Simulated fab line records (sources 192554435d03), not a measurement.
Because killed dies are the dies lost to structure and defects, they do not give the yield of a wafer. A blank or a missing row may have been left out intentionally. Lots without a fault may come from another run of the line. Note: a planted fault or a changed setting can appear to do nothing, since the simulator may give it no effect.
fab line records	flow n5Finfet
record lots=6	wafers=15	lastDay=17
route steps=1938 shown HKMG_FIN@436 BEOL_M4@1111 PASSIVATION@1936
lots with no fault: from the same line, run without faults
startH: hours from the record's opening day to when the first of the lot's shown wafers began	waitH: how many hours have passed since the lot's step before this one	" identical to the entry in the row above	L1.1+2: a single row standing in for several wafers	- no value, or no start given	* or withheld: withheld	< > ~ a bound
route shown NAME@n: a module of which the file shows steps, and the number in the route of the first	usual: mean/standard deviation of fault-free wafers	same: alike in all rows	chamber/n: place in a boat	sites: each site's reading	_std_site: how widely they spread, as a standard deviation	_edge_site: the outer-site mean with the inner-site mean subtracted	radiusMm: for every site, how far away it sits from the centre of the wafer	mask NAME#n: copy n	behind: tool/chamber where the wafer was last shaped	hold: what put the lot on hold/how long, in hours/how the hold closed	device: the n, p or np transistor that did not switch	end of line: the same wafers' tests at the end of the route	a step given without rows: its recipe and nothing more	killed: dies lost to structure and defects at the first sort, not the wafer's yield	map: a wafer's dies, x killed, . not, _ none there
set.NAME: the setting the step ran with; set.NAME@STEP: the setting that earlier step ran with	model.NAME: the simulator's own value behind a step, which no gauge read
certain route steps with their lots: each step a table, each wafer a row
services: when a tool's chamber went out of use (startH, in hours from the record's first day, below 0 if earlier), for how many hours, and the reason
## steps
# step N5_HKMG_FIN_STRIP_33
# recipe chemistry=N2/H2	tempC=40	n2FlowSccm=200	h2FlowSccm=200	rfFrequencyHz=6e+07
# step N5_HKMG_FIN_STRIP_34
# recipe chemistry=CF4	resist=SiARC	powerW=300	biasPowerW=75	pressureMtorr=50	cf4FlowSccm=150	rfFrequencyHz=6e+07
# step N5_HKMG_FIN_ETCH_35
# recipe chemistry=N2/H2	target=SOC	targetDepthA=2158	ionEnergyEv=65	biasW=5	sourceW=3000	timeS=243.4	pressureMtorr=30	n2FlowSccm=200	h2FlowSccm=200
# step N5_HKMG_FIN_STRIP_92
# recipe chemistry=N2/H2	material=SOC	timeS=20	powerW=500	tempC=40	pressureMtorr=50	rfFrequencyHz=6e+07	biasPowerW=8	h2Frac=0.5	n2FlowSccm=300	h2FlowSccm=300
# usual drypumpMotorCurrentA=5.7/0.47	oesProductAu=0.80/0.1	rfVppV=54.2/0.88	showerheadPlenumPTorr=3.36/0.099	throttleValvePct=18.99/0.29
lot.wafer	tool	chamber	startH	waitH	drypumpMotorCurrentA	oesProductAu	rfHoursCounterH	rfVppV	showerheadPlenumPTorr	throttleValvePct
L722.1	rieDiel-02	2	82.10	0.1	6.2	0.65	247	54.2	3.31	18.91
L722.2	"	0	"	"	6.2	0.71	239	53.6	3.29	19.36
L722.6	"	3	"	"	6.1	0.73	-	53.6	3.32	18.95
L733.1	rieDiel-02	2	152.09	0.1	6.2	0.87	15	54.4	3.30	18.53
L733.2	"	1	"	"	5.4	0.81	69	55.1	3.27	19.17
L735.3	rieDiel-02	1	161.39	0.1	5.4	0.82	73	55.5	3.26	19.19
L735.4	"	0	"	"	6.2	0.96	12	54.4	3.27	18.96
L735.6	"	3	"	"	6.1	0.71	-	54.5	3.30	19.00
L736.1	rieDiel-04	2	165.09	0.1	5.0	0.85	47	54.0	3.43	19.53
L736.4	"	1	"	"	5.2	0.93	16	53.1	3.60	18.81
L738.4	rieDiel-02	2	177.76	0.1	6.2	0.86	24	53.4	3.30	18.55
L738.5	"	2	"	"	6.2	0.86	-	53.8	3.30	18.54
L741.1	rieDiel-02	2	195.93	0.1	6.2	0.84	30	53.6	3.29	18.55
L741.5	"	2	"	"	6.2	0.85	-	54.6	3.29	18.55
L741.6	"	1	"	"	5.4	0.81	-	53.9	3.26	19.19
# step N5_HKMG_FIN_WET_ETCH_18
# recipe chemistry=SC1	target=TiN	mix=1:1:5	tempC=*	timeS=55	targetDepthNm=5.2	dry=ipaMarangoni	rinseTimeS=30	rinseTempC=23
# step N5_HKMG_FIN_STRIP_19
# recipe chemistry=N2/H2	powerW=2500	tempC=300	h2Frac=0.65	timeS=360	pressureMtorr=withheld	n2FlowSccm=1750	h2FlowSccm=3250
# usual drypumpMotorCurrentA=6.1/0.53	heaterPowerW=462/19
lot.wafer	tool	chamber	startH	waitH	drypumpMotorCurrentA	heaterPowerW	rfHoursCounterH
L722.1	plasmaAsher-02	1	82.25	0.0	6.5	435	29
L722.2	"	0	"	"	5.1	477	29
L722.6	"	1	"	"	6.5	428	-
L733.1	plasmaAsher-02	1	152.23	0.0	6.5	430	43
L733.2	"	0	"	"	5.1	472	43
L735.3	plasmaAsher-01	1	161.66	0.1	6.1	450	-
L735.4	"	0	"	"	6.4	490	-
L735.6	"	1	"	"	6.1	463	-
L736.1	plasmaAsher-01	1	165.24	0.0	6.1	460	123
L736.4	"	0	"	"	6.4	484	-
L738.4	plasmaAsher-02	1	178.03	0.1	6.5	440	-
L738.5	"	1	"	"	6.5	442	-
L741.1	plasmaAsher-01	1	196.08	0.0	6.1	453	129
L741.5	"	0	"	"	6.4	488	-
L741.6	"	1	"	"	6.1	455	-
# step N5_HKMG_FIN_ALD_91
# recipe material=TiN	targetThkA=10	tempC=400	aldPrecursorFamily=TiCl4	aldCoReactant=NH3	pulseTimeS=1	purgeTimeS=3	coReactantPurgeTimeS=2	coReactantPulseTimeS=2	aldCycles=47	pressureTorr=3
# usual coReactantPulseTimeS=2/0	heaterPowerW=901/70	precursorPulseHeightRel=0.999/0.021
lot.wafer	tool	chamber	startH	waitH	coReactantPulseTimeS	heaterPowerW	precursorPulseHeightRel
L722.1	aldMetal-03	2	82.63	0.3	2	913	1.000
L722.2	"	0	"	"	2	984	1.028
L722.6	"	2	"	"	2	897	0.991
L733.1	aldMetal-01	3	152.62	0.3	2	864	1.024
L733.2	"	0	"	"	2	898	1.013
L735.3	aldMetal-03	2	161.92	0.1	2	880	0.968
L735.4	"	1	"	"	2	949	1.007
L735.6	"	0	"	"	2	966	1.011
L736.1	aldMetal-01	3	165.62	0.3	2	869	1.007
L736.4	"	0	"	"	2	871	1.019
L738.4	aldMetal-02	3	178.29	0.1	2	840	0.981
L738.5	"	0	"	"	2	752	1.003
L741.1	aldMetal-03	1	196.46	0.3	2	944	1.037
L741.5	"	1	"	"	2	937	0.972
L741.6	"	2	"	"	2	895	0.990
# step N5_HKMG_FIN_COAT_85
# recipe resist=SOC	tempC=250	timeS=60	spinRpm=1500	resistThkNm=300
# step N5_HKMG_FIN_ETCH_86
# recipe chemistry=N2/H2	target=SOC	targetDepthA=3932	stopOn=TiN	ionEnergyEv=100	biasW=61	pressureMtorr=30	sourceW=850	n2FlowSccm=200	h2FlowSccm=200
# step N5_HKMG_FIN_STRIP_89
# recipe chemistry=N2/H2	material=SOC	timeS=20	powerW=500	tempC=40	pressureMtorr=50	rfFrequencyHz=6e+07	biasPowerW=8	h2Frac=0.5	n2FlowSccm=300	h2FlowSccm=300
# usual drypumpMotorCurrentA=5.6/0.43	oesProductAu=0.80/0.1	rfVppV=54.3/0.86	showerheadPlenumPTorr=3.38/0.09	throttleValvePct=18.93/0.26
lot.wafer	tool	chamber	startH	waitH	drypumpMotorCurrentA	oesProductAu	rfHoursCounterH	rfVppV	showerheadPlenumPTorr	throttleValvePct
L722.1	rieDiel-04	2	83.03	0.0	4.9	0.89	20	54.2	3.44	19.50
L722.2	"	3	"	"	5.6	0.74	209	53.2	3.46	19.09
L722.6	"	0	"	"	5.9	0.69	-	54.5	3.29	18.83
L733.1	rieDiel-01	3	153.02	0.0	4.8	0.80	85	53.8	3.40	19.02
L733.2	"	0	"	"	5.6	0.71	166	55.0	3.49	18.53
L735.3	rieDiel-04	3	162.32	0.0	5.6	0.72	242	54.8	3.44	19.14
L735.4	"	0	"	"	5.9	0.66	250	54.1	3.28	18.88
L735.6	"	2	"	"	5.0	0.86	-	55.5	3.43	19.52
L736.1	rieDiel-01	0	166.02	0.0	5.7	0.72	171	54.0	3.49	18.56
L736.4	"	3	"	"	4.8	0.79	90	54.0	3.39	19.03
L738.4	rieDiel-01	1	178.77	0.0	5.5	0.90	8	53.9	3.42	18.85
L738.5	"	0	"	"	5.6	0.71	-	54.5	3.48	18.58
L741.1	rieDiel-02	3	196.86	0.0	6.1	0.70	203	53.9	3.30	19.02
L741.5	"	1	"	"	5.4	0.80	-	53.4	3.26	19.18
L741.6	"	2	"	"	6.2	0.85	-	54.2	3.29	18.55
# step N5_HKMG_FIN_WET_ETCH_87
# recipe chemistry=SC1	target=TiN	mix=1:2:40	tempC=50	timeS=154.2	targetDepthNm=4.7	dry=ipaMarangoni	rinseTimeS=30	rinseTempC=23
# step N5_HKMG_FIN_STRIP_88
# recipe chemistry=N2/H2	powerW=2500	tempC=300	h2Frac=0.65	timeS=360	pressureMtorr=withheld	n2FlowSccm=1750	h2FlowSccm=3250
# step N5_HKMG_FIN_NWFM_ALD_20
# recipe material=TiAlC	targetThkA=20	tempC=300	aldPrecursorFamily=TiCl4	aldCoReactant=TEA	pulseTimeS=3	purgeTimeS=2	coReactantPurgeTimeS=2	coReactantPulseTimeS=10	aldCycles=7	pressureTorr=3
# usual coReactantPulseTimeS=10/0	heaterPowerW=511/29	precursorPulseHeightRel=0.999/0.019
lot.wafer	tool	chamber	startH	waitH	coReactantPulseTimeS	heaterPowerW	precursorPulseHeightRel
L722.1	aldMetal-02	0	83.60	0.3	10	423	1.000
L722.2	"	2	"	"	10	556	0.995
L722.6	"	3	"	"	10	460	1.035
L733.1	aldMetal-03	2	153.59	0.3	10	503	1.020
L733.2	"	0	"	"	10	541	0.976
L735.3	aldMetal-01	0	162.89	0.1	10	497	1.003
L735.4	"	1	"	"	10	528	1.008
L735.6	"	3	"	"	10	489	1.041
L736.1	aldMetal-03	2	166.59	0.3	10	476	0.991
L736.4	"	1	"	"	8.1799	526	0.999
L738.4	aldMetal-03	3	179.34	0.1	8.1799	528	1.037
L738.5	"	0	"	"	10	553	1.000
L741.1	aldMetal-02	2	197.43	0.3	10	558	0.984
L741.5	"	1	"	"	10	524	1.008
L741.6	"	2	"	"	10	564	0.974
# step N5_HKMG_FIN_ALD_71
# recipe material=TiN	targetThkA=10	tempC=400	aldPrecursorFamily=TiCl4	aldCoReactant=NH3	pulseTimeS=1	purgeTimeS=3	coReactantPurgeTimeS=2	coReactantPulseTimeS=2	aldCycles=47	pressureTorr=3
# usual coReactantPulseTimeS=2/0	heaterPowerW=912/53	precursorPulseHeightRel=0.997/0.02
lot.wafer	tool	chamber	startH	waitH	coReactantPulseTimeS	heaterPowerW	precursorPulseHeightRel
L722.1	aldMetal-02	0	83.70	0.0	2	753	0.976
L722.2	"	2	"	"	2	1008	0.998
L722.6	"	3	"	"	2	861	1.004
L733.1	aldMetal-03	2	153.69	0.0	2	891	0.994
L733.2	"	0	"	"	2	998	0.979
L735.3	aldMetal-01	0	162.99	0.0	2	867	1.007
L735.4	"	1	"	"	2	946	0.987
L735.6	"	3	"	"	2	869	0.986
L736.1	aldMetal-03	2	166.69	0.0	2	887	1.036
L736.4	"	1	"	"	2	919	0.986
L738.4	aldMetal-03	3	179.44	0.0	2	916	1.004
L738.5	"	0	"	"	2	940	1.012
L741.1	aldMetal-02	2	197.53	0.0	2	976	0.984
L741.5	"	1	"	"	2	934	1.010
L741.6	"	2	"	"	2	984	0.976
# step N5_BEOL_M4_RC_MEAS_101
# usual DIBL_N=36.2/2.2	DIBL_P=36.5/3	IOFF_N=0.16/0.039	IOFF_P=0.22/0.047	ION_N=675/15	ION_P=463/10	SS_N=71.6/0.71	SS_P=73.4/0.94	VT_N=250/3.6	VT_P=-250/3.9
lot.wafer	tool	chamber	startH	waitH	DIBL_N[mV/V]	DIBL_P[mV/V]	IOFF_N[nA/um]	IOFF_P[nA/um]	ION_N[uA/um]	ION_P[uA/um]	SS_N[mV/dec]	SS_P[mV/dec]	VT_N[mV]	VT_P[mV]
L722.1	prober-01	0	167.22	0.0	34.5	30.9	0.11	0.14	655	447	71.3	71.7	256	-256
L722.2	"	0	"	"	37.6	36.6	0.17	0.23	677	464	72.7	73.5	249	-249
L722.6	"	0	"	"	38.1	35.8	0.18	0.22	679	456	72.9	73.6	248	-250
L733.1	prober-02	0	248.27	0.0	33.4	32.0	0.12	0.16	676	463	71.4	72.1	253	-251
L733.2	"	0	"	"	36.8	36.9	0.19	0.26	703	484	72.2	73.4	248	-244
L735.3	prober-01	0	257.15	0.3	37.4	38.4	0.16	0.20	692	466	71.3	72.7	251	-255
L735.4	"	0	"	"	36.0	37.6	0.16	0.20	693	472	70.9	73.5	248	-255
L735.6	"	0	"	"	35.3	35.6	0.12	0.15	659	451	70.8	72.8	254	-257
L736.1	prober-01	0	274.10	0.0	37.9	35.5	0.14	0.19	659	453	71.6	74.8	253	-252
L736.4	"	0	"	"	39.0	37.4	0.15	0.23	663	454	72.1	74.3	253	-250
L738.4	prober-02	0	280.61	0.5	31.0	29.2	0.08	0.14	636	447	70.2	71.6	259	-254
L738.5	"	0	"	"	36.7	37.9	0.19	0.25	703	483	71.9	73.2	246	-247
L741.1	prober-01	0	286.71	0.0	37.5	38.6	0.20	0.27	690	479	72.5	74.1	246	-246
L741.5	"	0	"	"	35.1	35.7	0.15	0.24	664	463	71.5	73.5	251	-247
L741.6	"	0	"	"	35.6	35.9	0.15	0.22	662	453	72.2	72.6	249	-248
# step N5_PASSIVATION_PROBE_49
# usual defectLimitedYield=91.5/1.5	killed_at_M0_to_M3=32/10	killed_at_M4_up=13/4.9	killedAtContacts=13/6.1	killedAtFrontEnd=38/11	killedAtOther=3/3.2	killedDies=101/18	killedOpen=66/13	killedShort=32/8.3	sort_bin_5_function=5.0/1	sort_bin_6_memory=3.2/0.74	sort_bin_8_speed=0.1/1.1	sortNPass=1078/22	sortYieldPct=91.3/1.9
# same grossDies=1180	killedAtBackSide=0	sort_bin_4_leakage[%]=0
lot.wafer	tool	chamber	startH	waitH	defectLimitedYield[%]	killed_at_M0_to_M3	killed_at_M4_up	killedAtContacts	killedAtFrontEnd	killedAtOther	killedDies	killedOpen	killedShort	sort_bin_5_function[%]	sort_bin_6_memory[%]	sort_bin_8_speed[%]	sortNPass	sortYieldPct[%]
L733.2	prober-02	-	352.77	0.1	92.5	23	22	10	28	5	88	65	22	3.7	3.6	0	1092	92.5
L738.4	prober-02	-	386.86	0.2	92.9	28	9	12	33	2	84	56	27	4.6	2.5	1.3	1081	91.6
# killed by level:class
L733.2 MOL_CONTACT_COAG:geometricParticle:open=9 BEOL_M4:geometricParticle:open=8 DUMMY_GATE:geometricParticle:open=7 BEOL_M0_SAQP:geometricParticle:open=7 BEOL_M8:geometricParticle:open=6 FIN_SAQP:geometricParticle:open=4 STI_FIN_REVEAL:geometricParticle:open=4 BEOL_M0_SAQP:geometricParticle:short=4
L738.4 MOL_CONTACT_COAG:geometricParticle:open=9 BEOL_M3:geometricParticle:open=9 GATE_CUT:geometricParticle:short=7 BEOL_M0_SAQP:geometricParticle:open=7 STI_FIN_REVEAL:geometricParticle:open=6 BEOL_M0_SAQP:geometricParticle:short=6 BEOL_M4:geometricParticle:open=4 STARTING-WAFER:geometricParticle:open=4
## services
tool	chamber	startH	hours	kind
aldMetal-02	1	67.20	6.1	repair
aldMetal-01	-	71.43	2.8	pm
aldMetal-01	3	74.59	4.7	repair
rieDiel-04	2	84.75	13.7	repair
rieDiel-02	2	93.10	-	clean
rieDiel-02	2	93.10	-	consumableReplace:focusRing
rieDiel-02	2	93.10	19.4	scheduledDown
rieDiel-02	2	93.10	19.4	ventCycle
rieDiel-04	1	101.89	-	clean
rieDiel-04	1	101.89	-	consumableReplace:focusRing
rieDiel-04	1	101.89	-	consumableReplace:showerhead
rieDiel-04	1	101.89	14.8	scheduledDown
rieDiel-02	0	112.52	-	clean
rieDiel-02	0	112.52	-	consumableReplace:focusRing
rieDiel-02	0	112.52	13.0	scheduledDown
rieDiel-02	0	112.52	13.0	ventCycle
rieDiel-01	0	114.92	6.0	repair
aldMetal-03	0	129.53	9.1	repair
aldMetal-03	1	143.57	3.7	repair
aldMetal-02	-	148.91	8.7	pm
plasmaAsher-01	-	149.55	4.3	pm
rieDiel-04	1	173.76	7.8	repair
plasmaAsher-02	-	181.89	0.8	repair
aldMetal-01	-	188.19	2.3	repair
## key
firstSign step=N5_HKMG_FIN_NWFM_ALD_20	reading=coReactantPulseTimeS	direction=down	sigmas=99+	usual=*	struck=*
effect none on later readings
metAt N5_HKMG_FIN_NWFM_ALD_20
struckWafers L736.4,L738.4
onsetBetween 153.59 166.59
fault kind=processParameterDrift	tool=aldMetal-03	chamber=-	onsetH=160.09	steps=N5_HKMG_FIN_NWFM_ALD_20	channel=coReactantPulseTimeS	offset=*	shape=step	endH=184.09	scope=struckWafersOnly	actsIn=*	stated=*
